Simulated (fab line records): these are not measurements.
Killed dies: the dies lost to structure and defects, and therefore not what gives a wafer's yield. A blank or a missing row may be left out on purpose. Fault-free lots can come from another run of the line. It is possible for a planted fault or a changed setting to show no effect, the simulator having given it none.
Matching of chambers / flow n5-finfet / N5_SD_EPI_N_ETCH_35 on rie-diel-03: 4 sister chambers
The step etches SOC in N2/H2, overetch 108 nm, time 486 s. 16 wafers are shown with their chamber, then 8 later ones without.

## WAFERS, EACH WITH ITS CHAMBER
wafer=L074.4; chamber=2; showerhead-plenum-p-Torr (Torr)=2.70; throttle-valve-pct (%)=23.3; oes-product-au (a.u.)=0.88
wafer=L074.5; chamber=2; showerhead-plenum-p-Torr (Torr)=2.71; throttle-valve-pct (%)=23.3; oes-product-au (a.u.)=0.87
wafer=L074.6; chamber=1; showerhead-plenum-p-Torr (Torr)=2.45; throttle-valve-pct (%)=23.4; oes-product-au (a.u.)=0.70
wafer=L075.1; chamber=3; showerhead-plenum-p-Torr (Torr)=2.54; throttle-valve-pct (%)=24.0; oes-product-au (a.u.)=0.67
wafer=L075.3; chamber=0; showerhead-plenum-p-Torr (Torr)=2.62; throttle-valve-pct (%)=24.0; oes-product-au (a.u.)=0.64
wafer=L075.6; chamber=1; showerhead-plenum-p-Torr (Torr)=2.45; throttle-valve-pct (%)=23.4; oes-product-au (a.u.)=0.70
wafer=L079.2; chamber=0; showerhead-plenum-p-Torr (Torr)=2.62; throttle-valve-pct (%)=24.0; oes-product-au (a.u.)=0.63
wafer=L079.4; chamber=3; showerhead-plenum-p-Torr (Torr)=2.54; throttle-valve-pct (%)=24.0; oes-product-au (a.u.)=0.67
wafer=L079.5; chamber=0; showerhead-plenum-p-Torr (Torr)=2.62; throttle-valve-pct (%)=24.0; oes-product-au (a.u.)=0.63
wafer=L080.1; chamber=0; showerhead-plenum-p-Torr (Torr)=2.62; throttle-valve-pct (%)=24.1; oes-product-au (a.u.)=0.63
wafer=L080.4; chamber=1; showerhead-plenum-p-Torr (Torr)=2.44; throttle-valve-pct (%)=23.4; oes-product-au (a.u.)=0.69
wafer=L080.6; chamber=1; showerhead-plenum-p-Torr (Torr)=2.44; throttle-valve-pct (%)=23.4; oes-product-au (a.u.)=0.69
wafer=L084.4; chamber=2; showerhead-plenum-p-Torr (Torr)=2.70; throttle-valve-pct (%)=23.3; oes-product-au (a.u.)=0.82
wafer=L084.5; chamber=1; showerhead-plenum-p-Torr (Torr)=2.44; throttle-valve-pct (%)=23.4; oes-product-au (a.u.)=0.69
wafer=L084.6; chamber=2; showerhead-plenum-p-Torr (Torr)=2.70; throttle-valve-pct (%)=23.3; oes-product-au (a.u.)=0.83
wafer=L085.2; chamber=1; showerhead-plenum-p-Torr (Torr)=2.44; throttle-valve-pct (%)=23.4; oes-product-au (a.u.)=0.68

SIGNATURES (averages over the wafers above)
reading=showerhead-plenum-p-Torr; chamber 0=2.6200; chamber 1=2.4433; chamber 2=2.7025; chamber 3=2.5400; scatter within a chamber=0.00417
reading=throttle-valve-pct; chamber 0=24.025; chamber 1=23.400; chamber 2=23.300; chamber 3=24.000; scatter within a chamber=0.025
reading=oes-product-au; chamber 0=0.6325; chamber 1=0.6917; chamber 2=0.8500; chamber 3=0.6700; scatter within a chamber=0.0157
Rule: for a wafer and a chamber, the distance is found by dividing, reading by reading, the gap between the wafer's reading and the chamber's mean by the reading's scatter, squaring, summing and taking the root. The wafer belongs to the nearest chamber; if the next one is less than 2 further off, it can't be placed. How the scatter is found: for the shown wafers, subtract from each reading the mean of its chamber, square and add these, divide the total by (wafers less chambers), then take the root.

## WAFERS MISSING THEIR CHAMBER
wafer=L085.4; showerhead-plenum-p-Torr (Torr)=2.69; throttle-valve-pct (%)=23.3; oes-product-au (a.u.)=0.82
wafer=L085.5; showerhead-plenum-p-Torr (Torr)=2.44; throttle-valve-pct (%)=23.4; oes-product-au (a.u.)=0.68
wafer=L089.1; showerhead-plenum-p-Torr (Torr)=2.43; throttle-valve-pct (%)=23.4; oes-product-au (a.u.)=0.67
wafer=L089.3; showerhead-plenum-p-Torr (Torr)=2.53; throttle-valve-pct (%)=24.0; oes-product-au (a.u.)=0.65
wafer=L089.6; showerhead-plenum-p-Torr (Torr)=2.69; throttle-valve-pct (%)=23.3; oes-product-au (a.u.)=0.79
wafer=L097.2; showerhead-plenum-p-Torr (Torr)=2.43; throttle-valve-pct (%)=23.4; oes-product-au (a.u.)=0.66
wafer=L097.3; showerhead-plenum-p-Torr (Torr)=2.52; throttle-valve-pct (%)=24.1; oes-product-au (a.u.)=0.65
wafer=L097.6; showerhead-plenum-p-Torr (Torr)=2.43; throttle-valve-pct (%)=23.4; oes-product-au (a.u.)=0.66

## THE CHAMBER EACH PASSED THROUGH
wafer=L085.4; from the rows above=2; in truth=2
wafer=L085.5; from the rows above=1; in truth=1
wafer=L089.1; from the rows above=1; in truth=1
wafer=L089.3; from the rows above=3; in truth=3
wafer=L089.6; from the rows above=2; in truth=2
wafer=L097.2; from the rows above=1; in truth=1
wafer=L097.3; from the rows above=3; in truth=3
wafer=L097.6; from the rows above=1; in truth=1
8 of 8 placed correctly. Left unplaced by these rows: 0. Number placed wrongly: 0.
